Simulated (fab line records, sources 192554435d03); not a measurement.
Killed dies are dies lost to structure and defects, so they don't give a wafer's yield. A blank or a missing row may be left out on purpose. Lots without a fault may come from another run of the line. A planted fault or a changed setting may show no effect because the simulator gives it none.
fab line records | flow n5_finfet
record lots=5 wafers=15 last_day=19
route steps=1938 shown BEOL_M1@758 BEOL_M4@1111
lots that met no fault: from a run of the same line without faults
start_h: hours from the record's first day to the start of the lot's first wafer shown | wait_h: hours since the lot's step before | " the same as in the row above | L1.1+2: a row that stands for several wafers | - no value, or no start given | * or withheld: withheld | < > ~ a bound
route shown NAME@n: a module of which the file shows steps, and the number in the route of the first | usual: mean/standard deviation of fault-free wafers | same: alike in all rows | chamber/n: place in a boat | sites: the reading at each site | _std_site: their standard deviation | _edge_site: outer sites' mean less inner sites' | radius_mm: how far each site lies from the wafer's centre | mask NAME#n: copy n | behind: the tool/chamber that last shaped the wafer | hold: why the lot was held/for how many hours/how that ended | device: the transistor (n, p or np) that didn't switch | end of line: the same wafers' tests at the end of the route | a step without rows: its recipe alone | killed: dies lost to structure and defects at the first sort, not the wafer's yield | map: a wafer's dies, x killed, . not, _ none there
set.NAME: the setting as run; set.NAME@STEP: as run at that earlier step | model.NAME: the simulator's own value behind a step, which no gauge read
lots at some steps of the route; a table a step, a row a wafer
services: from which hour (start_h, from the record's first day; less than 0 if before it) a tool's chamber was out of use, for how many hours, and why
## steps
# step N5_BEOL_M1_COAT_05
# recipe resist=CAR-EUV spin_rpm=1500 resist_thk_nm=30
# step N5_BEOL_M1_EBR_07
# recipe solvent=PGMEA ebr_width_mm=1.5
# step N5_BEOL_M1_SOFTBAKE_06
# recipe temp_c=110 time_s=60 resist=CAR-EUV
# step N5_BEOL_M1_EXPOSE_08
# recipe mask_id=M1 na=0.33 source_shape=dipole sigma_inner=0.369 sigma_outer=0.767 polarization=unpolarized dose_mj=33
# step N5_BEOL_M1_PEB_09
# recipe peb_temp_c=100 peb_time_s=60 resist=CAR-EUV
# step N5_BEOL_M1_DEVELOP_10
# recipe develop_time_s=30 developer=TMAH resist=CAR-EUV rinse_liquid=surfactant_rinse dry=air_spin dev_temp_c=23
# step N5_BEOL_M1_CD_MEAS_11
# recipe target_cd_nm=17.05 landing_energy_ev=500 detector=se_inlens polarity=opening
# usual cd_nm=17.16/0.22
# columns lot.wafer tool chamber start_h wait_h cd_nm
L400.1 cd_sem-01 0 146.46 - 17.19
L400.2 " 0 " " 17.38
L400.3 " 0 " " 17.10
L404.3 cd_sem-02 0 163.66 - 17.27
L404.4 " 0 " " 16.90
L404.5 " 0 " " 17.24
L405.2 cd_sem-01 0 166.96 - 17.09
L405.5 " 0 " " 17.18
L405.6 " 0 " " 16.77
L409.1 cd_sem-02 0 199.88 - 17.46
L409.3 " 0 " " 16.86
L409.6 " 0 " " 16.96
L418.2 cd_sem-01 0 249.48 - 17.14
L418.3 " 0 " " 17.52
L418.4 " 0 " " 17.43
# step N5_BEOL_M1_OVL_MEAS_12
# recipe points_per_wafer=522
# usual M1_OVL=-0.2/0.76
# same points_per_wafer=522
# columns lot.wafer tool chamber start_h wait_h M1_OVL[nm]
L400.1 overlay-01 0 146.49 0.0 0.0
L400.2 " 0 " " -1.0
L400.3 " 0 " " 0.4
L404.3 overlay-02 0 163.70 0.0 0.7
L404.4 " 0 " " 0.0
L404.5 " 0 " " 1.4
L405.2 overlay-01 0 167.00 0.0 -0.6
L405.5 " 0 " " -0.9
L405.6 " 0 " " -1.2
L409.1 overlay-02 0 199.92 0.0 -0.4
L409.3 " 0 " " -0.2
L409.6 " 0 " " -0.3
L418.2 overlay-01 0 249.51 0.0 -0.9
L418.3 " 0 " " 0.2
L418.4 " 0 " " -0.4
# step N5_BEOL_M1_INSPECT_13
# recipe mode=adi inspect_instrument=brightfield
# usual raw_defect_count=402/81
# columns lot.wafer tool chamber start_h wait_h raw_defect_count
L400.1 defect_inspect-02 - 146.55 0.1 387
L400.2 " - " " 421
L400.3 " - " " 283
L404.3 defect_inspect-02 - 163.75 0.0 559
L404.4 " - " " 429
L404.5 " - " " 355
L405.2 defect_inspect-01 - 167.05 0.0 370
L405.5 " - " " 269
L405.6 " - " " 351
L409.1 defect_inspect-02 - 199.97 0.1 459
L409.3 " - " " 332
L409.6 " - " " 318
L418.2 defect_inspect-01 - 249.56 0.0 423
L418.3 " - " " 374
L418.4 " - " " 291
# step N5_BEOL_M1_DESCUM_16
# recipe chemistry=O2 time_s=7 source_power_w=50 bias_power_w=20 pressure_mtorr=20 rf_frequency_hz=2.712e+07 temp_c=40 resist=CAR-EUV o2_flow_sccm=225
# usual drypump_motor_current_A=5.5/0.36 o2_flow_sccm=225.0/0.65 oes_product_au=0.75/0.075 rf_vpp_V=242.6/1.4 showerhead_plenum_p_Torr=2.06/0.066 throttle_valve_pct=20.47/0.24
# columns lot.wafer tool chamber start_h wait_h drypump_motor_current_A o2_flow_sccm oes_product_au rf_hours_counter_h rf_vpp_V showerhead_plenum_p_Torr throttle_valve_pct
L400.1 rie_diel-02 1 146.63 0.1 6.0 225.2 0.71 173 241.7 1.98 20.07
L400.2 " 0 " " 5.4 225.8 0.70 243 245.1 2.14 20.56
L400.3 " 2 " " 5.5 225.1 0.71 221 241.5 2.06 20.27
L404.3 rie_diel-06 0 163.92 0.2 4.9 224.0 0.88 24 242.7 2.06 20.27
L404.4 " 2 " " 5.2 225.0 0.71 213 244.3 2.17 20.49
L404.5 " 0 " " 4.9 223.6 0.89 - 243.9 2.06 20.28
L405.2 rie_diel-04 1 167.08 0.0 6.3 225.9 0.70 223 241.8 1.98 20.56
L405.5 " 1 " " 6.2 225.7 0.70 - 241.6 1.98 20.59
L405.6 " 2 " " 5.2 224.3 0.73 - 244.8 2.19 20.55
L409.1 rie_diel-04 3 200.32 0.3 5.6 226.4 0.68 234 243.1 2.06 20.61
L409.3 " 1 " " 6.3 225.0 0.69 234 241.6 1.98 20.59
L409.6 " 1 " " 6.3 224.1 0.69 - 240.6 1.98 20.60
L418.2 rie_diel-06 3 249.85 0.3 5.4 224.8 0.73 188 241.1 2.01 20.96
L418.3 " 0 " " 4.9 224.0 0.86 42 242.1 2.06 20.29
L418.4 " 2 " " 5.2 224.8 0.71 226 244.4 2.16 20.52
# step N5_BEOL_M1_ETCH_74
# recipe chemistry=N2/H2 target=underlayer target_depth_a=65 mask_material=CAR-EUV time_s=5.2 ion_energy_ev=200 pressure_mtorr=30 source_w=840 bias_w=150 n2_flow_sccm=200 h2_flow_sccm=200 ends=cleared
# usual drypump_motor_current_A=5.5/0.36 etch_rf_on_time_s=5.23/0.15 h2_flow_sccm=200.0/0.7 n2_flow_sccm=200.0/0.58 oes_product_au=0.64/0.061 rf_vpp_V=522.7/2.5 showerhead_plenum_p_Torr=2.50/0.082 throttle_valve_pct=17.90/0.23
# columns lot.wafer tool chamber start_h wait_h drypump_motor_current_A etch_rf_on_time_s h2_flow_sccm n2_flow_sccm oes_product_au rf_hours_counter_h rf_vpp_V showerhead_plenum_p_Torr throttle_valve_pct
L400.1 rie_diel-02 1 146.67 0.0 6.0 5.47 199.0 201.2 0.61 173 521.9 2.44 17.64
L400.2 " 0 " " 5.4 5.53 201.3 200.0 0.59 243 526.1 2.60 18.06
L400.3 " 2 " " 5.5 5.34 200.4 200.4 0.60 221 524.5 2.52 17.77
L404.3 rie_diel-06 0 163.95 0.0 4.9 5.28 200.7 200.9 0.75 24 523.0 2.49 17.56
L404.4 " 2 " " 5.2 5.11 201.5 198.9 0.61 213 527.4 2.64 18.01
L404.5 " 0 " " 4.9 5.26 199.7 200.0 0.74 - 522.1 2.49 17.59
L405.2 rie_diel-04 1 167.12 0.0 6.3 5.11 200.0 200.2 0.60 223 518.9 2.41 18.17
L405.5 " 1 " " 6.3 5.20 199.5 200.2 0.60 - 519.5 2.41 18.16
L405.6 " 2 " " 5.3 5.43 199.9 200.2 0.62 - 525.5 2.67 18.07
L409.1 rie_diel-04 3 200.36 0.0 5.7 5.04 199.3 200.5 0.59 234 522.3 2.51 18.10
L409.3 " 1 " " 6.3 5.09 199.6 200.2 0.60 234 517.0 2.41 18.17
L409.6 " 1 " " 6.3 5.12 199.0 199.9 0.59 - 521.2 2.41 18.18
L418.2 rie_diel-06 3 249.88 0.0 5.3 5.21 199.9 200.3 0.62 188 521.2 2.42 18.18
L418.3 " 0 " " 4.9 5.36 200.0 200.7 0.71 42 521.5 2.49 17.60
L418.4 " 2 " " 5.2 5.16 199.5 200.2 0.61 226 524.5 2.63 17.99
# step N5_BEOL_M1_ETCH_63
# recipe chemistry=CF4 target=SiARC target_depth_a=156 mask_material=CAR-EUV time_s=26 ion_energy_ev=80 pressure_mtorr=40 source_w=545 bias_w=36 Ar_flow_sccm=100 cf4_flow_sccm=100 ends=cleared
# usual drypump_motor_current_A=5.5/0.36 etch_rf_on_time_s=26.2/0.78 oes_product_au=0.64/0.061 rf_vpp_V=183.6/1.2 showerhead_plenum_p_Torr=2.10/0.061 throttle_valve_pct=15.63/0.23
# columns lot.wafer tool chamber start_h wait_h drypump_motor_current_A etch_rf_on_time_s oes_product_au rf_hours_counter_h rf_vpp_V showerhead_plenum_p_Torr throttle_valve_pct
L400.1 rie_diel-02 1 146.68 0.0 6.0 26.8 0.62 173 182.6 2.05 15.35
L400.2 " 0 " " 5.4 27.2 0.59 243 184.2 2.19 15.84
L400.3 " 2 " " 5.5 26.3 0.61 221 182.6 2.11 15.54
L404.3 rie_diel-06 0 163.97 0.0 4.9 26.7 0.74 24 183.3 2.09 15.25
L404.4 " 2 " " 5.2 25.6 0.61 213 184.8 2.21 15.70
L404.5 " 0 " " 4.9 26.6 0.74 - 181.9 2.09 15.24
L405.2 rie_diel-04 1 167.13 0.0 6.3 25.6 0.60 223 182.8 2.04 15.78
L405.5 " 1 " " 6.3 25.4 0.60 - 183.7 2.04 15.77
L405.6 " 2 " " 5.2 26.9 0.62 - 184.1 2.22 15.66
L409.1 rie_diel-04 3 200.38 0.0 5.6 24.9 0.59 234 182.4 2.10 15.78
L409.3 " 1 " " 6.3 25.4 0.59 234 183.4 2.03 15.82
L409.6 " 1 " " 6.3 25.7 0.59 - 183.7 2.03 15.80
L418.2 rie_diel-06 3 249.90 0.0 5.4 26.3 0.62 188 182.9 2.04 15.95
L418.3 " 0 " " 4.9 26.8 0.72 42 181.6 2.08 15.27
L418.4 " 2 " " 5.2 26.0 0.60 226 185.4 2.20 15.73
# step N5_BEOL_M1_ETCH_64
# recipe chemistry=N2/H2 target=SOC target_depth_a=750 overetch_a=150 mask_material=SiARC temp_c=40 time_s=112.5 ion_energy_ev=200 pressure_mtorr=30 source_w=840 bias_w=150 n2_flow_sccm=200 h2_flow_sccm=200
# usual drypump_motor_current_A=5.5/0.36 h2_flow_sccm=200.0/0.59 n2_flow_sccm=200.0/0.57 oes_product_au=0.59/0.055 rf_vpp_V=522.7/2.3 showerhead_plenum_p_Torr=2.50/0.082 throttle_valve_pct=17.86/0.23
# columns lot.wafer tool chamber start_h wait_h drypump_motor_current_A h2_flow_sccm n2_flow_sccm oes_product_au rf_hours_counter_h rf_vpp_V showerhead_plenum_p_Torr throttle_valve_pct model.SiARC_of_BEOL_M1_COAT_62.thk_nm
L400.1 rie_diel-02 1 146.71 0.0 6.1 199.2 200.3 0.57 173 521.9 2.44 17.62 7
L400.2 " 0 " " 5.4 200.3 198.1 0.56 243 525.7 2.60 18.02 7
L400.3 " 2 " " 5.5 199.7 199.9 0.57 221 522.4 2.52 17.75 6.8
L404.3 rie_diel-06 0 164.00 0.0 4.9 200.3 200.1 0.69 24 522.1 2.49 17.55 6.8
L404.4 " 2 " " 5.2 200.5 199.7 0.56 213 526.3 2.64 17.97 6.8
L404.5 " 0 " " 4.9 200.3 200.2 0.70 - 522.2 2.49 17.55 6.8
L405.2 rie_diel-04 1 167.16 0.0 6.2 200.6 200.2 0.56 223 519.2 2.41 18.11 6.8
L405.5 " 1 " " 6.3 201.4 200.9 0.55 - 520.8 2.41 18.11 6.8
L405.6 " 2 " " 5.2 200.0 200.2 0.59 - 526.7 2.67 18.05 7
L409.1 rie_diel-04 3 200.40 0.0 5.6 199.0 199.3 0.54 234 522.2 2.51 18.07 6.8
L409.3 " 1 " " 6.3 200.0 200.0 0.55 234 519.5 2.41 18.12 6.8
L409.6 " 1 " " 6.3 200.7 200.2 0.55 - 520.5 2.41 18.12 6.8
L418.2 rie_diel-06 3 249.93 0.0 5.4 199.9 200.9 0.57 188 520.0 2.42 18.11 6.8
L418.3 " 0 " " 4.9 198.9 200.2 0.71 42 522.7 2.49 17.57 7.2
L418.4 " 2 " " 5.2 199.8 200.2 0.55 226 524.4 2.63 17.98 6.8
# step N5_BEOL_M1_STRIP_65
# recipe chemistry=N2/H2 temp_c=40 n2_flow_sccm=200 h2_flow_sccm=200 rf_frequency_hz=6e+07
# step N5_BEOL_M4_RC_MEAS_101
# usual DIBL_N=36.0/1.7 DIBL_P=36.2/1.9 IOFF_N=0.154/0.028 IOFF_P=0.21/0.036 ION_N=675/11 ION_P=463/8.3 SS_N=71.4/0.63 SS_P=73.2/0.55 VT_N=250.2/3 VT_P=-251/3.7
# columns lot.wafer tool chamber start_h wait_h DIBL_N[mV/V] DIBL_P[mV/V] IOFF_N[nA/um] IOFF_P[nA/um] ION_N[uA/um] ION_P[uA/um] SS_N[mV/dec] SS_P[mV/dec] VT_N[mV] VT_P[mV]
L400.1 prober-02 0 243.98 0.0 35.0 34.9 0.137 0.19 668 458 70.6 73.7 249.0 -252
L400.2 " 0 " " 37.1 36.2 0.167 0.22 678 463 71.9 73.6 248.0 -249
L400.3 " 0 " " 36.0 34.9 0.140 0.19 665 451 70.7 72.7 251.1 -251
L404.3 prober-01 0 269.66 0.3 36.8 37.1 0.153 0.19 686 458 72.4 73.3 250.4 -256
L404.4 " 0 " " 35.6 34.6 0.127 0.16 666 453 71.8 72.2 252.1 -255
L404.5 " 0 " " 35.6 35.9 0.129 0.18 661 455 70.7 73.1 252.2 -252
L405.2 prober-01 0 276.47 0.2 35.3 37.1 0.151 0.21 679 471 70.7 73.5 249.1 -248
L405.5 " 0 " " 36.5 38.7 0.174 0.23 673 462 71.1 74.4 246.9 -250
L405.6 " 0 " " 35.8 37.8 0.161 0.22 690 473 71.5 73.3 249.3 -248
L409.1 prober-02 0 300.22 0.0 38.9 38.6 0.191 0.21 674 460 72.3 73.7 249.1 -252
L409.3 " 0 " " 34.9 35.6 0.122 0.17 681 466 71.0 72.7 251.9 -255
L409.6 " 0 " " 36.5 37.4 0.148 0.20 680 464 71.5 73.0 249.4 -253
L418.2 prober-02 0 342.68 0.2 37.4 39.0 0.203 0.29 690 476 71.6 74.1 243.0 -243
L418.3 " 0 " " 33.1 33.3 0.116 0.19 678 473 71.0 72.5 251.4 -248
L418.4 " 0 " " 37.5 38.5 0.195 0.27 682 474 72.5 73.5 245.2 -248
## services
# columns tool chamber start_h hours kind
rie_diel-02 1 154.13 5.4 repair
rie_diel-02 0 165.92 - clean
rie_diel-02 0 165.92 - consumable_replace:focus_ring
rie_diel-02 0 165.92 16.7 scheduled_down
rie_diel-02 0 165.92 16.7 vent_cycle
rie_diel-04 3 167.41 8.7 repair
rie_diel-02 - 179.40 1.0 repair
rie_diel-06 2 189.08 10.0 repair
rie_diel-06 - 200.13 14.6 pm
rie_diel-06 2 226.76 7.4 repair
rie_diel-02 2 234.77 - clean
rie_diel-02 2 234.77 - consumable_replace:focus_ring
rie_diel-02 2 234.77 18.5 scheduled_down
rie_diel-02 2 234.77 18.5 vent_cycle
rie_diel-04 3 236.60 5.9 repair
## key
first_sign none at tools or gauges
model_effect step=N5_BEOL_M1_ETCH_64 value=SiARC_of_BEOL_M1_COAT_62.thk_nm without=6.8 struck=7.2
met_at N5_BEOL_M1_ETCH_64
struck_wafers L418.3
onset_between 164.00 249.93
fault kind=process_parameter_drift tool=rie_diel-06 chamber=- onset_h=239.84 steps=N5_BEOL_M1_ETCH_64 channel=time_s offset=* shape=step end_h=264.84 scope=struck_wafers_only acts_in=* stated=*
